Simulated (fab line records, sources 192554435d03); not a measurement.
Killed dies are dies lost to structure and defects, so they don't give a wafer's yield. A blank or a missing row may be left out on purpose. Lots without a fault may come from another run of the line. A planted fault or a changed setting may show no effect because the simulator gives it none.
fab line records | flow n5_finfet | part 1 of 2: steps 1 to 15 of 27
record lots=5 wafers=15 last_day=17
route steps=1938 shown BEOL_M6@1226
lots that met no fault: from a run of the same line without faults
start_h: hours from the record's first day to the start of the lot's first wafer shown | wait_h: hours since the lot's step before | " the same as in the row above | L1.1+2: a row that stands for several wafers | - no value, or no start given | * or withheld: withheld | < > ~ a bound
route shown NAME@n: a module of which the file shows steps, and the number in the route of the first | usual: mean/standard deviation of fault-free wafers | same: alike in all rows | chamber/n: place in a boat | sites: the reading at each site | _std_site: their standard deviation | _edge_site: outer sites' mean less inner sites' | radius_mm: how far each site lies from the wafer's centre | mask NAME#n: copy n | behind: the tool/chamber that last shaped the wafer | hold: why the lot was held/for how many hours/how that ended | device: the transistor (n, p or np) that didn't switch | end of line: the same wafers' tests at the end of the route | a step without rows: its recipe alone | killed: dies lost to structure and defects at the first sort, not the wafer's yield | map: a wafer's dies, x killed, . not, _ none there
set.NAME: the setting as run; set.NAME@STEP: as run at that earlier step | model.NAME: the simulator's own value behind a step, which no gauge read
lots at some steps of the route; a table a step, a row a wafer
services: from which hour (start_h, from the record's first day; less than 0 if before it) a tool's chamber was out of use, for how many hours, and why
## steps
# step N5_BEOL_M6_DEVELOP_27
# recipe develop_time_s=30 developer=TMAH resist=CAR-EUV rinse_liquid=surfactant_rinse dry=air_spin dev_temp_c=23
# usual chill_plate_temp_C=23.01/0.1
# same develop_time_s=30
# columns lot.wafer tool chamber start_h wait_h chill_plate_temp_C
L075.3 litho_track-02 0 - - 23.03
L075.4 " 0 " " 22.87
L075.5 " 0 " " 22.91
L079.1 litho_track-02 0 - - 23.17
L079.2 " 0 " " 22.97
L079.3 " 0 " " 23.16
L083.1 litho_track-01 0 - - 23.19
L083.3 " 0 " " 23.01
L083.6 " 0 " " 22.86
L088.1 litho_track-01 0 - - 23.05
L088.2 " 0 " " 23.00
L088.4 " 0 " " 23.06
L096.2 litho_track-01 0 - - 22.98
L096.5 " 0 " " 23.09
L096.6 " 0 " " 23.00
# step N5_BEOL_M6_CD_MEAS_28
# recipe target_cd_nm=40 landing_energy_ev=500 detector=se_inlens
# usual cd_nm=39.99/0.23
# same landing_energy_ev=500
# columns lot.wafer tool chamber start_h wait_h cd_nm
L075.3 cd_sem-03 0 207.27 - 39.92
L075.4 " 0 " " 39.98
L075.5 " 0 " " 39.82
L079.1 cd_sem-01 0 211.99 - 40.17
L079.2 " 0 " " 40.10
L079.3 " 0 " " 39.84
L083.1 cd_sem-01 0 239.70 - 39.90
L083.3 " 0 " " 40.36
L083.6 " 0 " " 39.66
L088.1 cd_sem-02 0 285.77 - 39.90
L088.2 " 0 " " 39.89
L088.4 " 0 " " 40.24
L096.2 cd_sem-03 0 339.19 - 40.05
L096.5 " 0 " " 39.93
L096.6 " 0 " " 40.06
# step N5_BEOL_M6_OVL_MEAS_29
# recipe points_per_wafer=522
# usual V5_OVL=-0.1/0.7
# columns lot.wafer tool chamber start_h wait_h V5_OVL[nm]
L075.3 overlay-01 0 207.31 0.0 -1.1
L075.4 " 0 " " 0.4
L075.5 " 0 " " -0.6
L079.1 overlay-01 0 212.02 0.0 1.5
L079.2 " 0 " " 0.4
L079.3 " 0 " " 0.9
L083.1 overlay-01 0 239.73 0.0 -0.2
L083.3 " 0 " " 0.8
L083.6 " 0 " " 0.5
L088.1 overlay-01 0 285.80 0.0 -1.2
L088.2 " 0 " " 0.5
L088.4 " 0 " " 0.4
L096.2 overlay-02 0 339.23 0.0 0.7
L096.5 " 0 " " 0.0
L096.6 " 0 " " 0.5
# step N5_BEOL_M6_INSPECT_30
# recipe mode=adi inspect_instrument=brightfield
# usual raw_defect_count=400/80
# columns lot.wafer tool chamber start_h wait_h raw_defect_count
L075.3 defect_inspect-02 - 207.36 0.0 495
L075.4 " - " " 454
L075.5 " - " " 441
L079.1 defect_inspect-01 - 212.08 0.1 463
L079.2 " - " " 522
L079.3 " - " " 365
L083.1 defect_inspect-02 - 239.79 0.1 378
L083.3 " - " " 369
L083.6 " - " " 501
L088.1 defect_inspect-02 - 285.86 0.1 463
L088.2 " - " " 468
L088.4 " - " " 304
L096.2 defect_inspect-02 - 339.28 0.0 463
L096.5 " - " " 549
L096.6 " - " " 311
# step N5_BEOL_M6_DESCUM_33
# recipe chemistry=O2 time_s=7 source_power_w=50 bias_power_w=20 pressure_mtorr=20 rf_frequency_hz=2.712e+07 temp_c=40 resist=CAR-EUV o2_flow_sccm=225
# usual drypump_motor_current_A=5.7/0.42 oes_product_au=0.84/0.071 rf_vpp_V=242.7/1.3 showerhead_plenum_p_Torr=2.06/0.06 throttle_valve_pct=20.41/0.21
# columns lot.wafer tool chamber start_h wait_h drypump_motor_current_A oes_product_au rf_hours_counter_h rf_vpp_V showerhead_plenum_p_Torr throttle_valve_pct
L075.3 rie_diel-04 0 207.39 0.0 5.1 0.81 124 242.2 2.03 20.84
L075.4 " 2 " " 6.2 0.83 75 245.0 2.10 20.10
L075.5 " 3 " " 6.4 0.68 - 243.5 2.13 20.60
L079.1 rie_diel-02 2 212.15 0.1 5.5 0.86 74 242.7 2.03 20.44
L079.2 " 1 " " 6.7 0.87 46 243.2 2.06 20.35
L079.3 " 3 " " 5.5 0.92 7 245.9 2.22 20.03
L083.1 rie_diel-04 0 239.82 0.0 5.2 0.79 136 240.4 2.03 20.87
L083.3 " 1 " " 5.8 0.84 69 241.4 2.04 20.32
L083.6 " 0 " " 5.2 0.78 - 242.2 2.03 20.87
L088.1 rie_diel-03 1 285.89 0.0 5.5 0.89 35 242.7 2.04 20.65
L088.2 " 0 " " 5.4 0.87 51 242.0 2.03 20.47
L088.4 " 2 " " 5.7 0.84 75 242.8 2.01 20.25
L096.2 rie_diel-03 3 339.31 0.0 5.2 0.67 247 240.5 1.97 20.67
L096.5 " 3 " " 5.3 0.67 - 242.1 1.97 20.66
L096.6 " 0 " " 5.4 0.84 - 242.4 2.03 20.49
# step N5_BEOL_M6_ETCH_72
# recipe chemistry=N2/H2 target=underlayer target_depth_a=65 mask_material=CAR-EUV time_s=5.2 ion_energy_ev=200 pressure_mtorr=30 source_w=840 bias_w=150 n2_flow_sccm=200 h2_flow_sccm=200 ends=cleared
# usual drypump_motor_current_A=5.7/0.42 etch_rf_on_time_s=5.17/0.13 h2_flow_sccm=200.1/0.57 oes_product_au=0.71/0.063 rf_vpp_V=522.8/2.7 showerhead_plenum_p_Torr=2.51/0.079 throttle_valve_pct=17.87/0.17
# columns lot.wafer tool chamber start_h wait_h drypump_motor_current_A etch_rf_on_time_s h2_flow_sccm oes_product_au rf_hours_counter_h rf_vpp_V showerhead_plenum_p_Torr throttle_valve_pct
L075.3 rie_diel-04 0 207.43 0.0 5.2 5.08 199.7 0.68 124 522.9 2.45 18.16
L075.4 " 2 " " 6.1 4.93 199.6 0.72 75 521.5 2.57 17.56
L075.5 " 3 " " 6.4 5.28 200.9 0.57 - 525.9 2.62 18.24
L079.1 rie_diel-02 2 212.18 0.0 5.5 5.13 199.7 0.72 74 521.0 2.47 17.95
L079.2 " 1 " " 6.7 5.21 199.7 0.73 46 522.9 2.48 17.63
L079.3 " 3 " " 5.6 5.07 200.4 0.80 7 529.6 2.72 17.70
L083.1 rie_diel-04 0 239.86 0.0 5.1 5.17 200.4 0.67 136 521.7 2.44 18.19
L083.3 " 1 " " 5.8 5.18 200.6 0.72 69 520.9 2.48 17.77
L083.6 " 0 " " 5.2 5.15 199.9 0.66 - 521.0 2.44 18.20
L088.1 rie_diel-03 1 285.93 0.0 5.6 4.99 199.2 0.77 35 521.4 2.49 18.09
L088.2 " 0 " " 5.4 5.33 200.4 0.73 51 523.4 2.47 17.84
L088.4 " 2 " " 5.7 5.13 200.9 0.69 75 521.4 2.47 17.86
L096.2 rie_diel-03 3 339.35 0.0 5.3 5.29 200.7 0.56 247 519.7 2.40 18.11
L096.5 " 3 " " 5.2 5.29 200.1 0.57 - 519.1 2.40 18.12
L096.6 " 0 " " 5.4 5.37 200.6 0.71 - 521.4 2.46 17.85
# step N5_BEOL_M6_ETCH_65
# recipe chemistry=CF4 target=SiARC target_depth_a=156 mask_material=CAR-EUV time_s=26 ion_energy_ev=80 pressure_mtorr=40 source_w=545 bias_w=36 Ar_flow_sccm=100 cf4_flow_sccm=100 ends=cleared
# usual drypump_motor_current_A=5.7/0.42 etch_rf_on_time_s=25.8/0.64 oes_product_au=0.72/0.064 rf_vpp_V=183.7/1 showerhead_plenum_p_Torr=2.11/0.061 throttle_valve_pct=15.58/0.19
# columns lot.wafer tool chamber start_h wait_h drypump_motor_current_A etch_rf_on_time_s oes_product_au rf_hours_counter_h rf_vpp_V showerhead_plenum_p_Torr throttle_valve_pct
L075.3 rie_diel-04 0 207.44 0.0 5.1 25.1 0.69 124 184.1 2.07 15.88
L075.4 " 2 " " 6.1 24.7 0.73 75 184.7 2.16 15.36
L075.5 " 3 " " 6.4 26.4 0.59 - 183.4 2.19 15.94
L079.1 rie_diel-02 2 212.20 0.0 5.5 25.9 0.72 74 183.8 2.08 15.59
L079.2 " 1 " " 6.7 25.7 0.74 46 183.8 2.10 15.43
L079.3 " 3 " " 5.5 24.8 0.81 7 185.5 2.29 15.35
L083.1 rie_diel-04 0 239.87 0.0 5.2 25.4 0.67 136 182.1 2.07 15.90
L083.3 " 1 " " 5.8 25.8 0.73 69 182.9 2.08 15.41
L083.6 " 0 " " 5.2 25.7 0.67 - 183.1 2.07 15.89
L088.1 rie_diel-03 1 285.94 0.0 5.5 25.1 0.77 35 183.4 2.09 15.78
L088.2 " 0 " " 5.4 26.5 0.74 51 184.1 2.09 15.65
L088.4 " 2 " " 5.7 26.2 0.69 75 183.9 2.08 15.54
L096.2 rie_diel-03 3 339.37 0.0 5.3 26.5 0.56 247 183.0 2.03 15.90
L096.5 " 3 " " 5.3 26.4 0.56 - 181.6 2.03 15.90
L096.6 " 0 " " 5.4 26.5 0.72 - 184.4 2.09 15.70
# step N5_BEOL_M6_ETCH_66
# recipe chemistry=N2/H2 target=SOC target_depth_a=800 overetch_a=160 mask_material=SiARC temp_c=40 time_s=120 ion_energy_ev=200 pressure_mtorr=30 source_w=840 bias_w=150 n2_flow_sccm=200 h2_flow_sccm=200
# usual drypump_motor_current_A=5.7/0.42 h2_flow_sccm=200.0/0.66 oes_product_au=0.64/0.054 rf_vpp_V=523.1/2.2 showerhead_plenum_p_Torr=2.51/0.079 throttle_valve_pct=17.83/0.17
# columns lot.wafer tool chamber start_h wait_h drypump_motor_current_A h2_flow_sccm oes_product_au rf_hours_counter_h rf_vpp_V showerhead_plenum_p_Torr throttle_valve_pct
L075.3 rie_diel-04 0 207.47 0.0 5.1 200.8 0.61 124 521.5 2.45 18.13
L075.4 " 2 " " 6.2 200.6 0.62 75 524.2 2.57 17.53
L075.5 " 3 " " 6.4 200.4 0.52 - 526.9 2.62 18.21
L079.1 rie_diel-02 2 212.23 0.0 5.5 199.9 0.64 74 522.7 2.47 17.90
L079.2 " 1 " " 6.7 199.1 0.66 46 522.7 2.47 17.61
L079.3 " 3 " " 5.6 199.9 0.70 7 528.1 2.72 17.65
L083.1 rie_diel-04 0 239.90 0.0 5.1 201.3 0.60 136 519.9 2.44 18.14
L083.3 " 1 " " 5.8 199.6 0.64 69 521.6 2.48 17.74
L083.6 " 0 " " 5.1 201.0 0.60 - 520.3 2.44 18.15
L088.1 rie_diel-03 1 285.97 0.0 5.6 200.0 0.68 35 523.0 2.49 18.02
L088.2 " 0 " " 5.4 199.1 0.66 51 522.1 2.47 17.76
L088.4 " 2 " " 5.8 199.5 0.62 75 522.7 2.47 17.80
L096.2 rie_diel-03 3 339.39 0.0 5.3 199.7 0.51 247 520.5 2.40 18.07
L096.5 " 3 " " 5.3 199.5 0.51 - 520.0 2.40 18.07
L096.6 " 0 " " 5.4 200.0 0.65 - 521.2 2.46 17.80
# step N5_BEOL_M6_STRIP_69
# recipe chemistry=N2/H2 temp_c=40 n2_flow_sccm=200 h2_flow_sccm=200 rf_frequency_hz=6e+07
# columns lot.wafer tool chamber start_h wait_h
L075.3+4+5 rie_diel-04 0,2,3 207.55 0.0
L079.1+2+3 rie_diel-02 2,1,3 212.31 0.0
L083.1+3+6 rie_diel-04 0,1,0 239.98 0.0
L088.1+2+4 rie_diel-03 1,0,2 286.05 0.0
L096.2+5+6 rie_diel-03 3,3,0 339.47 0.0
# step N5_BEOL_M6_STRIP_73
# recipe chemistry=N2/H2 temp_c=40 n2_flow_sccm=200 h2_flow_sccm=200 rf_frequency_hz=6e+07
# columns lot.wafer tool chamber start_h wait_h
L075.3+4+5 rie_diel-04 0,2,3 207.56 0.0
L079.1+2+3 rie_diel-02 2,1,3 212.32 0.0
L083.1+3+6 rie_diel-04 0,1,0 239.99 0.0
L088.1+2+4 rie_diel-03 1,0,2 286.06 0.0
L096.2+5+6 rie_diel-03 3,3,0 339.48 0.0
# step N5_BEOL_M6_VIA_ETCH_34
# recipe chemistry=C4F6/O2 target=SiCOH_lowk target_depth_a=1263 mask_material=SOC taper_deg=4 time_s=50.9 ion_energy_ev=250 pressure_mtorr=30 source_w=345 bias_w=185 Ar_flow_sccm=300 C4F6_flow_sccm=10 O2_flow_sccm=10
# usual drypump_motor_current_A=5.7/0.42 oes_ar_750_au=0.83/0.072 oes_product_au=0.84/0.074 rf_vpp_V=660/13 showerhead_plenum_p_Torr=2.81/0.082 throttle_valve_pct=20.90/0.18
# columns lot.wafer tool chamber start_h wait_h drypump_motor_current_A oes_ar_750_au oes_product_au rf_hours_counter_h rf_vpp_V showerhead_plenum_p_Torr throttle_valve_pct
L075.3 rie_diel-04 0 207.57 0.0 5.1 0.81 0.80 124 645 2.75 21.21
L075.4 " 2 " " 6.1 0.84 0.83 75 649 2.87 20.66
L075.5 " 3 " " 6.4 0.69 0.68 - 671 2.92 21.20
L079.1 rie_diel-02 2 212.33 0.0 5.5 0.83 0.84 74 654 2.78 20.98
L079.2 " 1 " " 6.7 0.86 0.87 46 646 2.79 20.75
L079.3 " 3 " " 5.6 0.94 0.94 7 655 3.03 20.61
L083.1 rie_diel-04 0 240.00 0.0 5.2 0.79 0.79 136 648 2.75 21.22
L083.3 " 1 " " 5.8 0.84 0.85 69 654 2.77 20.77
L083.6 " 0 " " 5.2 0.79 0.79 - 647 2.75 21.22
L088.1 rie_diel-03 1 286.07 0.0 5.6 0.90 0.90 35 656 2.79 21.19
L088.2 " 0 " " 5.4 0.86 0.86 51 650 2.77 20.89
L088.4 " 2 " " 5.7 0.80 0.82 75 667 2.77 20.88
L096.2 rie_diel-03 3 339.49 0.0 5.3 0.66 0.65 247 688 2.69 21.10
L096.5 " 3 " " 5.3 0.66 0.65 - 688 2.69 21.09
L096.6 " 0 " " 5.4 0.83 0.83 - 650 2.76 20.91
# step N5_BEOL_M6_STRIP_76
# recipe chemistry=C4F6/O2 resist=SiARC rf_frequency_hz=6e+07
# columns lot.wafer tool chamber start_h wait_h
L075.3+4+5 rie_diel-04 0,2,3 207.62 0.0
L079.1+2+3 rie_diel-02 2,1,3 212.37 0.0
L083.1+3+6 rie_diel-04 0,1,0 240.05 0.0
L088.1+2+4 rie_diel-03 1,0,2 286.11 0.0
L096.2+5+6 rie_diel-03 3,3,0 339.54 0.0
# step N5_BEOL_M6_STRIP_36
# recipe chemistry=N2/H2 power_w=450 temp_c=40 pressure_mtorr=20 rf_frequency_hz=6e+07 overash_fraction=0.3 bias_power_w=7 h2_frac=0.5 n2_flow_sccm=200 h2_flow_sccm=200
# usual drypump_motor_current_A=5.7/0.42 h2_flow_sccm=200.0/0.62 oes_product_au=0.84/0.071 rf_vpp_V=59.0/1.4 showerhead_plenum_p_Torr=2.51/0.079 throttle_valve_pct=23.70/0.21
# columns lot.wafer tool chamber start_h wait_h drypump_motor_current_A h2_flow_sccm oes_product_au rf_hours_counter_h rf_vpp_V showerhead_plenum_p_Torr throttle_valve_pct
L075.3 rie_diel-04 0 207.63 0.0 5.1 201.1 0.80 124 57.8 2.44 24.07
L075.4 " 2 " " 6.1 199.9 0.82 75 57.9 2.56 23.25
L075.5 " 3 " " 6.4 200.2 0.67 - 57.4 2.62 24.04
L079.1 rie_diel-02 2 212.38 0.0 5.5 199.6 0.84 74 56.2 2.46 23.92
L079.2 " 1 " " 6.6 201.0 0.87 46 56.7 2.47 23.46
L079.3 " 3 " " 5.6 199.9 0.92 7 59.3 2.71 23.57
L083.1 rie_diel-04 0 240.06 0.0 5.1 200.5 0.78 136 59.6 2.44 24.09
L083.3 " 1 " " 5.8 199.3 0.85 69 59.3 2.47 23.68
L083.6 " 0 " " 5.1 200.4 0.79 - 60.4 2.44 24.12
L088.1 rie_diel-03 1 286.12 0.0 5.6 201.0 0.88 35 61.5 2.49 23.84
L088.2 " 0 " " 5.4 199.4 0.87 51 60.8 2.47 23.61
L088.4 " 2 " " 5.7 200.5 0.84 75 55.4 2.47 23.65
L096.2 rie_diel-03 3 339.55 0.0 5.3 199.6 0.66 247 58.9 2.39 23.78
L096.5 " 3 " " 5.3 200.0 0.67 - 56.9 2.39 23.81
L096.6 " 0 " " 5.4 200.9 0.84 - 60.9 2.46 23.61
# step N5_BEOL_M6_TRENCH_ETCH_37
# recipe chemistry=C4F6/O2 target_depth_a=944.35 target=SiCOH_lowk time_s=31.5 ion_energy_ev=250 pressure_mtorr=30 source_w=345 bias_w=185 Ar_flow_sccm=300 C4F6_flow_sccm=10 O2_flow_sccm=10
# usual drypump_motor_current_A=5.7/0.42 oes_ar_750_au=0.83/0.073 oes_product_au=0.84/0.073 rf_vpp_V=659/13 showerhead_plenum_p_Torr=2.81/0.082 throttle_valve_pct=20.94/0.18
# columns lot.wafer tool chamber start_h wait_h drypump_motor_current_A oes_ar_750_au oes_product_au rf_hours_counter_h rf_vpp_V showerhead_plenum_p_Torr throttle_valve_pct
L075.3 rie_diel-04 0 - - 5.2 0.80 0.80 124 647 2.75 21.26
L075.4 " 2 " " 6.1 0.84 0.84 75 651 2.87 20.69
L075.5 " 3 " " 6.4 0.68 0.68 - 670 2.92 21.24
L079.1 rie_diel-02 2 - - 5.5 0.83 0.83 74 653 2.78 21.01
L079.2 " 1 " " 6.6 0.86 0.86 46 644 2.79 20.79
L079.3 " 3 " " 5.6 0.94 0.93 7 655 3.03 20.64
L083.1 rie_diel-04 0 - - 5.1 0.80 0.79 136 646 2.75 21.27
L083.3 " 1 " " 5.8 0.84 0.85 69 653 2.77 20.80
L083.6 " 0 " " 5.1 0.79 0.78 - 648 2.75 21.25
L088.1 rie_diel-03 1 - - 5.6 0.90 0.90 35 656 2.79 21.21
L088.2 " 0 " " 5.4 0.86 0.88 51 650 2.77 20.92
L088.4 " 2 " " 5.7 0.80 0.82 75 667 2.77 20.92
L096.2 rie_diel-03 3 - - 5.2 0.66 0.66 247 687 2.69 21.14
L096.5 " 3 " " 5.3 0.66 0.66 - 688 2.69 21.12
L096.6 " 0 " " 5.4 0.84 0.84 - 650 2.76 20.96
# step N5_BEOL_M6_ETCH_41
# recipe chemistry=CH3F/O2 target=SiCN target_depth_a=297 taper_deg=2 time_s=52 ion_energy_ev=120 mask_material=TiN pressure_mtorr=30 source_w=395 bias_w=75 Ar_flow_sccm=150 CH3F_flow_sccm=30 O2_flow_sccm=20
# usual drypump_motor_current_A=5.7/0.42 oes_product_au=0.84/0.072 rf_vpp_V=296.9/1.4 showerhead_plenum_p_Torr=1.97/0.06 throttle_valve_pct=16.30/0.18
# columns lot.wafer tool chamber start_h wait_h drypump_motor_current_A oes_product_au rf_hours_counter_h rf_vpp_V showerhead_plenum_p_Torr throttle_valve_pct
L075.3 rie_diel-04 0 - - 5.1 0.80 124 296.1 1.94 16.61
L075.4 " 2 " " 6.1 0.83 75 299.1 2.02 16.07
L075.5 " 3 " " 6.4 0.68 - 299.6 2.06 16.64
L079.1 rie_diel-02 2 - - 5.5 0.84 74 297.3 1.95 16.32
L079.2 " 1 " " 6.7 0.86 46 295.7 1.96 16.14
L079.3 " 3 " " 5.5 0.94 7 300.5 2.13 15.99
L083.1 rie_diel-04 0 - - 5.1 0.78 136 296.1 1.93 16.65
L083.3 " 1 " " 5.8 0.84 69 296.8 1.95 16.15
L083.6 " 0 " " 5.2 0.79 - 293.5 1.93 16.62
L088.1 rie_diel-03 1 - - 5.5 0.89 35 295.7 1.96 16.53
L088.2 " 0 " " 5.4 0.86 51 296.6 1.94 16.31
L088.4 " 2 " " 5.7 0.82 75 296.6 1.94 16.28
L096.2 rie_diel-03 3 - - 5.3 0.66 248 294.1 1.88 16.60
L096.5 " 3 " " 5.3 0.67 - 295.3 1.88 16.59
L096.6 " 0 " " 5.4 0.83 - 297.5 1.94 16.33
